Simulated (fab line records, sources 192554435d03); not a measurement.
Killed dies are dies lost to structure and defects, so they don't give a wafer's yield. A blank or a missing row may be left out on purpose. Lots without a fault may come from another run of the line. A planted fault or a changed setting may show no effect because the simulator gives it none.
Chamber matching | flow n5_finfet | N5_BEOL_M11_CURE_71 on uv_cure-01: 3 sister chambers
The step cures SiCOH lowk, time 240 s. 20 wafers are shown with their chamber, then 10 later ones without.

WAFERS WITH THEIR CHAMBER
wafer  | chamber | wafer_temp_C_max | lamp_power_pct (%)
L074.1 | 0       | 386.8            | 52.32
L074.2 | 0       | 386.5            | 52.25
L074.6 | 0       | 386.4            | 52.29
L074.3 | 0       | 386.5            | 52.34
L074.4 | 0       | 386.9            | 52.44
L074.5 | 0       | 387.4            | 52.38
L076.1 | 2       | 386.6            | 52.35
L076.2 | 2       | 386.6            | 52.26
L076.5 | 2       | 386.6            | 52.28
L076.3 | 2       | 386.3            | 52.22
L076.4 | 2       | 386.5            | 52.38
L076.6 | 2       | 386.6            | 52.43
L077.1 | 1       | 385.9            | 52.33
L077.3 | 1       | 386.6            | 52.31
L077.6 | 1       | 386.0            | 52.27
L083.1 | 2       | 387.1            | 52.26
L083.2 | 2       | 387.0            | 52.30
L083.4 | 2       | 386.6            | 52.30
L083.3 | 2       | 387.2            | 52.39
L083.5 | 2       | 386.8            | 52.27

SIGNATURES (means of the wafers above)
reading          | chamber 0 | chamber 1 | chamber 2 | scatter within a chamber
wafer_temp_C_max | 386.750   | 386.167   | 386.718   | 0.32
lamp_power_pct   | 52.3367   | 52.3033   | 52.3127   | 0.063
Rule: a wafer's distance from a chamber is the root of the sum, over the readings, of the square of ((its reading less the chamber's mean) divided by the reading's scatter). The wafer belongs to the nearest chamber; if the next one is less than 2 further off, it can't be placed. The scatter: the root of (the sum of the squares of (reading less its chamber's mean) over the shown wafers, divided by (wafers less chambers)).

WAFERS WITHOUT THEIR CHAMBER
wafer  | wafer_temp_C_max | lamp_power_pct (%)
L083.6 | 388.1            | 52.27
L093.2 | 386.7            | 52.29
L093.3 | 386.9            | 52.29
L093.6 | 387.8            | 52.36
L094.1 | 386.0            | 52.27
L094.2 | 385.8            | 52.26
L094.4 | 385.9            | 52.36
L094.3 | 385.8            | 52.30
L094.5 | 385.9            | 52.35
L094.6 | 385.8            | 52.38

WHICH CHAMBER EACH WENT THROUGH
wafer  | from the rows above          | in truth
L083.6 | can't be placed: 0 or 2 or 1 | 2
L093.2 | can't be placed: 2 or 0 or 1 | 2
L093.3 | can't be placed: 2 or 0 or 1 | 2
L093.6 | can't be placed: 0 or 2 or 1 | 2
L094.1 | can't be placed: 1 or 2 or 0 | 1
L094.2 | can't be placed: 1 or 2 or 0 | 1
L094.4 | can't be placed: 1 or 2 or 0 | 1
L094.3 | can't be placed: 1 or 2 or 0 | 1
L094.5 | can't be placed: 1 or 2 or 0 | 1
L094.6 | can't be placed: 1 or 0 or 2 | 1
Placed correctly: 0 of 10. Can't be placed from these rows: 10 (the true chamber is among the candidates in 10). Placed wrongly: 0.
